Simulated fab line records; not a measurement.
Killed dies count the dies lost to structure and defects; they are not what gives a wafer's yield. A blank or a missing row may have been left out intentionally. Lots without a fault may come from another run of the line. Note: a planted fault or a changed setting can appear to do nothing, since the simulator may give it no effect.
A lot that was struck, set against a sound lot || flow n5 finfet || 38 steps out of a route of 1938
Sound: these wafers, L376.3, L376.5, L376.6. Struck: wafers L382.2, L382.3, L382.4. Last of all comes the cause.
Order at every step that has rows: each side's tool, ch and its chambers, its first start. Under that, the readings that differ: sound wafers || struck wafers || difference of the means || sigmas: that difference in standard deviations of wafers without a fault.
alike: a reading whose means differ by less than 2 such deviations, as well as words and numbers matching on both sides. not compared: withheld readings; readings where some wafer has no value; bounds like >300 that might hide an equal value; numbers whose values overlap and for which the record gives no deviation.
The two part at a step that has a row with sigmas, a row that says differs or no value, or rows on one side only. When numbers do not overlap yet have no deviation, they are printed without sigmas and do not part them. Lack of a reading on every wafer of one side parts them only where that side has two or more wafers.

first, 12 steps without rows for these wafers: N5_STI_FIN_REVEAL_PRECLEAN_25 (cleans in SPM, time 90 s); N5_STI_FIN_REVEAL_PRECLEAN_26 (cleans in SC1, time 45 s); N5_STI_FIN_REVEAL_PRECLEAN_29 (cleans in DHF, time 30 s); N5_STI_FIN_REVEAL_SRD_12 (time 30 s); N5_STI_FIN_REVEAL_RECESS_09 (chemistry HF/NH3, target SiO2, afs cycles 11, target depth 42.5 nm, sublimation time 60 s); N5_STI_FIN_REVEAL_STRIP_16 (strips SiNx in H3PO4, target depth 23.8 nm); N5_STI_FIN_REVEAL_PRECLEAN_17 (cleans in NF3:NH3, afs cycles 1, time 20 s, sublimation time 60 s); N5_STI_FIN_REVEAL_ETCH_34 (etches Si in H2, material Si, target depth 0.97 nm); N5_STI_FIN_REVEAL_OXIDATION_31 (chemistry O2 PLASMA REMOTE, time 20 s); N5_STI_FIN_REVEAL_PRECLEAN_32 (cleans in NF3:NH3, afs cycles 1, time 20 s, sublimation time 60 s); N5_STI_FIN_REVEAL_STRIP_35 (strips Si3N4 in H3PO4, target depth 4 nm, time 39 s); N5_STI_FIN_REVEAL_SRD_21 (time 30 s).
N5_STI_FIN_REVEAL_OXIDATION_33: chemistry O2 PLASMA REMOTE, time 20 s.
  sound on plasma asher-02 ch 0,1, day 2 21:09; struck on plasma asher-02 ch 0,1, day 4 08:02
  no value came back on the struck wafers for chamber pressure mTorr (mTorr), drypump motor current A (A), heater power w (W); on the sound wafers chamber pressure mTorr (mTorr) reads 999.5 999.0 1001.5
  not compared: rf hours counter h
then, 2 steps without rows for these wafers: N5_STI_FIN_REVEAL_CLEAN_19 (cleans in O3/DIW, time 120 s); N5_STI_FIN_REVEAL_SRD_23 (time 30 s).
N5_STI_FIN_REVEAL_CD_MEAS_22: target cd 6.238 nm, pitch 28 nm.
  sound on cd sem-03 at day 2 21:18; struck on cd sem-03 at day 4 08:15
{"reading": "cd nm (nm)", "sound": "6.30 6.32 6.22", "struck": "7.68 7.30 6.89", "difference": "+1.01", "sigmas": "+4"}
then, 20 steps without rows for these wafers: N5_STI_FIN_REVEAL_PRECLEAN_18 (cleans in SC2, time 45 s); N5_STI_FIN_REVEAL_SRD_28 (time 30 s); N5_DUMMY_GATE_PRECLEAN_00 (cleans in O3/DIW, time 60 s); N5_DUMMY_GATE_SRD_01 (time 30 s); N5_DUMMY_GATE_ALD_02 (deposits SiO2, target thk 2 nm, pulse time 1 s); N5_DUMMY_GATE_CVD_03 (deposits a-Si from SiH4, target thk 150 nm, time 8042 s); N5_DUMMY_GATE_PRECLEAN_46 (cleans in DIW, time 89.5 s); N5_DUMMY_GATE_SRD_47 (dry time 32 s); N5_DUMMY_GATE_CMP_04 (polishes a-Si); N5_DUMMY_GATE_HM_DEP_06 (deposits SiNx from DCS/NH3, target thk 80 nm, time 5141 s); N5_DUMMY_GATE_PECVD_30 (deposits SiO2 from TEOS/O2, target thk 55 nm, time 10.8 s); N5_DUMMY_GATE_COAT_34 (time 60 s, resist thk 60 nm); N5_DUMMY_GATE_COAT_35 (time 60 s, resist thk 10 nm); N5_DUMMY_GATE_COAT_28 (time 60 s, resist thk 10 nm); N5_DUMMY_GATE_COAT_09 (resist thk 30 nm); N5_DUMMY_GATE_EBR_11; N5_DUMMY_GATE_SOFTBAKE_10 (time 60 s); N5_DUMMY_GATE_EXPOSE_12 (exposes mask GATE, target cd 25 nm); N5_DUMMY_GATE_PEB_13 (peb time 60 s); N5_DUMMY_GATE_DEVELOP_14 (develop time 30 s).
-- a jump in the record: the struck wafers' starts before and after are 5 days apart (it breaks off in module DUMMY_GATE and resumes in module BEOL_M4, where the first step shown is number 1111 of the route) --
N5_BEOL_M4_RC_MEAS_101:
  sound on prober-01 ch 0, day 8 02:57; struck on prober-02 ch 0, day 9 15:26
{"reading": "DIBL_N (mV/V)", "sound": "37.1 37.0 38.0", "struck": "44.6 44.0 44.4", "difference": "+7.0", "sigmas": "+5"}
{"reading": "DIBL_P (mV/V)", "sound": "38.3 37.9 39.9", "struck": "46.7 45.0 45.8", "difference": "+7.1", "sigmas": "+3"}
{"reading": "IOFF_N (nA/um)", "sound": "0.189 0.182 0.210", "struck": "0.450 0.431 0.389", "difference": "+0.230", "sigmas": "+8"}
{"reading": "IOFF_N_85C (nA/um)", "sound": "3.6 3.5 3.9", "struck": "7.3 7.1 6.5", "difference": "+3.3", "sigmas": "+7"}
{"reading": "IOFF_N_LIN (nA/um)", "sound": "0.083 0.081 0.093", "struck": "0.204 0.196 0.176", "difference": "+0.106", "sigmas": "+10"}
{"reading": "IOFF_N_LONG (nA/um)", "sound": "5.37e-05 5.44e-05 5.48e-05", "struck": "7.22e-05 7.46e-05 7.33e-05", "difference": "+1.91e-05", "sigmas": "+8"}
{"reading": "IOFF_P (nA/um)", "sound": "0.25 0.25 0.28", "struck": "0.52 0.45 0.46", "difference": "+0.22", "sigmas": "+6"}
{"reading": "IOFF_P_85C (nA/um)", "sound": "4.2 4.1 4.5", "struck": "7.7 6.8 7.1", "difference": "+2.9", "sigmas": "+6"}
{"reading": "IOFF_P_LIN (nA/um)", "sound": "0.116 0.116 0.127", "struck": "0.238 0.210 0.217", "difference": "+0.102", "sigmas": "+8"}
{"reading": "ION_N (uA/um)", "sound": "681 684 692", "struck": "739 746 735", "difference": "+54", "sigmas": "+5"}
{"reading": "ION_P (uA/um)", "sound": "461 467 471", "struck": "506 507 492", "difference": "+35", "sigmas": "+4"}
{"reading": "REXT_N (ohm.um)", "sound": "75.2 75.7 75.4", "struck": "67.5 66.3 67.2", "difference": -8.4, "sigmas": -5}
{"reading": "SS_N (mV/dec)", "sound": "71.5 71.4 71.4", "struck": "72.5 72.9 73.1", "difference": "+1.4", "sigmas": "+2"}
{"reading": "SS_P (mV/dec)", "sound": "73.4 74.3 74.6", "struck": "76.5 75.1 75.8", "difference": "+1.7", "sigmas": "+3"}
{"reading": "VT_N (mV)", "sound": "245.9 248.8 246.4", "struck": "231.3 233.1 235.2", "difference": -13.8, "sigmas": -5}
{"reading": "VT_N_LONG (mV)", "sound": "274.3 272.1 275.0", "struck": "264.9 263.3 263.4", "difference": -9.9, "sigmas": -5}
{"reading": "VT_N_LVT (mV)", "sound": "97 97 94", "struck": "83 84 88", "difference": -11, "sigmas": -4}
{"reading": "VT_P (mV)", "sound": "-247 -247 -245", "struck": "-236 -239 -236", "difference": "+9", "sigmas": "+3"}
{"reading": "VT_P_LVT (mV)", "sound": "-97.1 -97.2 -95.9", "struck": "-88.8 -90.0 -89.6", "difference": "+7.3", "sigmas": "+3"}
-- a jump in the record: the struck wafers' starts before and after are 4 days apart (it breaks off in module BEOL_M4 and resumes in module PASSIVATION, where the first step shown is number 1936 of the route) --
N5_PASSIVATION_PROBE_49:
  sound on prober-02 at day 12 03:14; struck on prober-02 at day 13 13:59
{"reading": "sort_bin_4_leakage (%)", "sound": "0 0 0", "struck": "34.92 24.07 13.81", "difference": "+24.27", "sigmas": "+99 or more"}
{"reading": "sort n pass", "sound": "1100 1098 1091", "struck": "654 798 907", "difference": -310, "sigmas": -18}
{"reading": "sort yield pct (%)", "sound": "93.2 93.1 92.5", "struck": "55.4 67.6 76.9", "difference": -26.3, "sigmas": -18}
  alike: defect limited yield, killed_at_M0_to_M3, killed_at_M4_up, killed at contacts, killed at front end, killed at other, killed dies, killed open, killed short, sort_bin_5_function, sort_bin_6_memory

## WHERE THEY PART
Last at N5_PASSIVATION_PROBE_49 as far as this record goes, first at N5_STI_FIN_REVEAL_OXIDATION_33.

WHY: whatever the simulator had introduced
Whole step skipped at N5_STI_FIN_REVEAL_OXIDATION_33 on plasma asher-02, starting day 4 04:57. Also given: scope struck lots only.
